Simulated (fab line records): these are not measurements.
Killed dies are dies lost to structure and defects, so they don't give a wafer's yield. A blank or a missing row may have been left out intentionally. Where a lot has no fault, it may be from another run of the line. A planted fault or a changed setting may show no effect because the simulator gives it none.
Comparing a struck lot with a sound one | flow nand-harc | 13 steps out of a route of 1159
Sound: these wafers, L847.2, L847.3, L847.6. Struck: wafer L854.2 (left out: L854.4, L854.6 of the same lot, which were not struck); the cause appears at the end.
At each step with rows: each side's tool, then ch and its chambers, then its first start. Under that, the readings that differ: sound wafers | struck wafers | difference of the means | sigmas: that difference in standard deviations of wafers without a fault.
alike: a reading whose means differ by less than 2 such deviations, as well as words and numbers matching on both sides. not compared: withheld readings; readings where some wafer has no value; bounds like >300 that might hide an equal value; numbers whose values overlap and for which the record gives no deviation.
A row with sigmas, a row that says differs or no value, or rows on one side alone: a step with any of these is where the two part. Numbers that have no deviation but don't overlap get no sigmas and don't part them. A reading missing from all wafers of one side parts the sides only when that side holds two or more wafers.

first, 1 step without rows for these wafers: NHARC_A_SLIT_SRD_20.
NHARC_A_SLIT_CD_MEAS_21:
  sound on cd-sem-03 at day 15 09:18; struck on cd-sem-02 at day 17 04:13
  alike: cd-nm
then, 3 steps without rows for these wafers: NHARC_A_SIN_REMOVE_WET_00 (chemistry H3PO4, time 15300 s); NHARC_A_SIN_REMOVE_PRECLEAN_01 (cleans in SC1); NHARC_A_SIN_REMOVE_SRD_02.
NHARC_A_SIN_REMOVE_INSPECT_04:
  sound on defect-inspect-01 at day 15 16:56; struck on defect-inspect-02 at day 17 11:54
  reading          | sound       | struck | difference | sigmas
  raw-defect-count | 469 465 432 | 246    | -209       | -2
NHARC_A_WL_FILL_ALD_00: deposits Al2O3, target thk 3 nm, pulse time 3 s, ald cycles 30.
  sound on ald-hk-04 ch 0,1,2, day 15 17:02; struck on ald-hk-02 ch 0, day 17 12:00
  alike: heater-power-w, precursor-pulse-height-rel
NHARC_A_WL_FILL_RTA_01: time 5 s.
  sound on rtp-anneal-01 ch 0, day 15 17:18; struck on rtp-anneal-02 ch 0, day 17 12:16
  reading             | sound          | struck | difference | sigmas
  lamp-power-pct (%)  | 32.2 32.2 32.3 | 35.6   | +3.4       | +2
  lamp_zone_3_pct (%) | 32.2 32.2 32.2 | 35.7   | +3.5       | +2
  alike: wafer_temp_C_max
NHARC_A_WL_FILL_ALD_02: deposits TiN, target thk 2 nm, pulse time 3 s, ald cycles 100.
  sound on ald-metal-01 ch 0,1,3, day 15 17:34; struck on ald-metal-01 ch 1, day 17 12:29
  alike: heater-power-w, precursor-pulse-height-rel
NHARC_A_WL_FILL_CVD_03: deposits W, target thk 40 nm, time 3302 s.
  sound on cvd-w-02 ch 0, day 15 21:22; struck on cvd-w-01 ch 1, day 17 16:04
  reading            | sound       | struck | difference | sigmas
  heater-power-w (W) | 483 500 480 | 410    | -78        | -3
  alike: throttle-valve-pct
NHARC_A_WL_FILL_ETCHBACK_04: etches the open film in NF3, target depth 60 nm, time 120 s.
  sound on rie-metal-03 ch 0,1, day 16 00:40; struck on rie-metal-03 ch 0, day 17 18:53
  reading               | sound             | struck | difference | sigmas
  oes-product-au (a.u.) | 0.992 1.006 1.015 | 0.758  | -0.246     | -21
  alike: drypump-motor-current-A
  not compared: rf-hours-counter-h
NHARC_A_WL_FILL_ETCHBACK_05: etches the open film in Cl2/BCl3, target depth 22 nm, time 60 s.
  sound on rie-metal-03 ch 0,1, day 16 00:55; struck on rie-metal-03 ch 1, day 17 19:08
  alike: drypump-motor-current-A, oes-product-au
  not compared: rf-hours-counter-h
-- record jumps: 5 days between struck wafers' starts before vs after; left off in module A_WL_FILL, resumes in module END, first step shown is number 1159 of the route --
NHARC_END_SORT_01:
  only the struck wafers appear in the record here, on prober-02 ch 0 at day 22 10:40; the sound ones have no rows

## WHERE THEY PART
At NHARC_A_SIN_REMOVE_INSPECT_04 first; at NHARC_END_SORT_01 last (within this record only).

WHY: what had been put in by the simulator
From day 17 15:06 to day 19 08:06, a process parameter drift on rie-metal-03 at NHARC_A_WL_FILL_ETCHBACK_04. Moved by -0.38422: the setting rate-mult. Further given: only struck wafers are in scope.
